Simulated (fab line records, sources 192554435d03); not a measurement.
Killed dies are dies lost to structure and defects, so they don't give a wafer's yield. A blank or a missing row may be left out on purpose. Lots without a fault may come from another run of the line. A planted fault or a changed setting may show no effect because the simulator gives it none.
Split-lot experiment | flow n5_finfet | 7 lots, 21 wafers read, on a route of 1938 steps

THE SPLIT
At N5_BEOL_M10_COAT_63 (time 60 s, resist thk 100 nm), the setting spin_rpm was moved away from the recipe's 1500 rpm on 7 of the 21 wafers read, by -6.6% to +10.8%. The other wafers ran this setting at the recipe's value.

FROM THE SPLIT TO THE READING: what the file shows between them, 6 steps
- N5_BEOL_M10_EXPOSE_25: exposes mask V9 (also split here: dose_mj)
- N5_BEOL_M10_PEB_26: peb time 60 s
- N5_BEOL_M10_DEVELOP_27: develop time 30 s
- N5_BEOL_M10_CD_MEAS_28: target cd 70 nm
- N5_BEOL_M10_DESCUM_33: chemistry O2, time 7.9 s
- N5_BEOL_M10_ETCH_65: etches SiARC in CF4, target depth 39 nm, time 65 s

THE READING
etch.depth_nm (the simulator's own value, which no gauge read), in nm, at N5_BEOL_M10_ETCH_66 (etches SOC in N2/H2, target depth 120 nm, overetch 24 nm, time 180 s). The file gives no usual value for it. The 14 wafers here that ran the recipe average 100.14 nm, standard deviation 0.29 nm.

wafer  | tool, chamber at the split | spin_rpm as run, rpm | against the recipe | etch.depth_nm, nm | against lot-mates on the recipe
L078.1 | litho_track-04, 0          | 1662                 | +10.8%             | 94.98             | no lot-mate on the recipe
L078.2 | litho_track-04, 0          | 1662                 | +10.8%             | 94.88             | no lot-mate on the recipe
L078.6 | litho_track-04, 0          | 1662                 | +10.8%             | 95.11             | no lot-mate on the recipe
L079.3 | litho_track-03, 0          | 1500                 | recipe             | 100.1             | -
L079.4 | litho_track-03, 0          | 1401                 | -6.6%              | 103.6             | +3.30
L079.5 | litho_track-03, 0          | 1500                 | recipe             | 100.5             | -
L087.3 | litho_track-03, 0          | 1500                 | recipe             | 100.1             | -
L087.4 | litho_track-03, 0          | 1500                 | recipe             | 100.1             | -
L087.6 | litho_track-03, 0          | 1500                 | recipe             | 100.2             | -
L088.4 | litho_track-03, 0          | 1500                 | recipe             | 100.5             | -
L088.5 | litho_track-03, 0          | 1500                 | recipe             | 100.2             | -
L088.6 | litho_track-03, 0          | 1500                 | recipe             | 100.2             | -
L091.1 | litho_track-02, 0          | 1410                 | -6.0%              | 103.1             | +3.48
L091.3 | litho_track-02, 0          | 1410                 | -6.0%              | 103               | +3.38
L091.4 | litho_track-02, 0          | 1500                 | recipe             | 99.62             | -
L093.1 | litho_track-03, 0          | 1500                 | recipe             | 99.91             | -
L093.3 | litho_track-03, 0          | 1500                 | recipe             | 99.65             | -
L093.4 | litho_track-03, 0          | 1500                 | recipe             | 99.87             | -
L097.2 | litho_track-03, 0          | 1565                 | +4.3%              | 98.45             | -2.05
L097.4 | litho_track-03, 0          | 1500                 | recipe             | 100.6             | -
L097.5 | litho_track-03, 0          | 1500                 | recipe             | 100.4             | -

THE FIT
A straight line over all 21 wafers: etch.depth_nm changes by -0.48 nm for each +1% of spin_rpm; r = -0.99; the points scatter about the line by 0.27 nm.
The same after taking each lot's own level away (the mean of its wafers on the recipe; 18 wafers): -0.532 nm for each +1%; r = -0.99; scatter 0.16 nm.
On that fit, the largest move of spin_rpm shifts the reading by 5.7 nm.
The lots' own levels span 99.620 to 100.500 nm, that is 3.0 times the standard deviation above.
So the lot-to-lot level changes the slope little: the two slopes agree.
Check: with one of the wafers moved furthest among these (-6.6%) left out of the fit, the line predicts +3.65 nm for it against its lot-mates. It came out at +3.3 nm against them.

OTHER SPLITS ON THESE WAFERS
These wafers also went through other splits before the reading. Each is held against what the fit with the lots' levels taken away leaves over:
other split on the same wafers  | wafers away from the commonest value | r with etch.depth_nm (lot level and that fit taken away)
N5_BEOL_M7_COAT_60 spin_rpm     | 6                                    | -0.11
N5_BEOL_M8_ETCH_61 bias_w       | 9                                    | +0.49
N5_BEOL_M8_COAT_22 spin_rpm     | 5                                    | +0.21
N5_BEOL_M8_DESCUM_33 time_s     | 7                                    | +0.01
N5_BEOL_M9_ETCH_65 bias_w       | 4                                    | +0.22
N5_BEOL_M9_VIA_ETCH_34 source_w | 5                                    | -0.08
N5_BEOL_M10_EXPOSE_25 dose_mj   | 5                                    | +0.14

THE WHOLE CHAIN: every reading that the file lists as answering this split, in the file's order
step                | what it does                                                         | reading                                                                         | change (the file's fit)               | r (the file's)
N5_BEOL_M10_COAT_63 | time 60 s, resist thk 100 nm                                         | SOC_of_BEOL_M10_COAT_63.thk_nm (the simulator's own value, which no gauge read) | -0.521 nm for each +1% of the setting | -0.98
N5_BEOL_M10_ETCH_66 | etches SOC in N2/H2, target depth 120 nm, overetch 24 nm, time 180 s | etch.depth_nm (the simulator's own value, which no gauge read)                  | -0.524 nm for each +1% of the setting | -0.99

THE FILE'S OWN FIT
etch.depth_nm changes by -0.524 nm for each +1% of spin_rpm, r = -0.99.
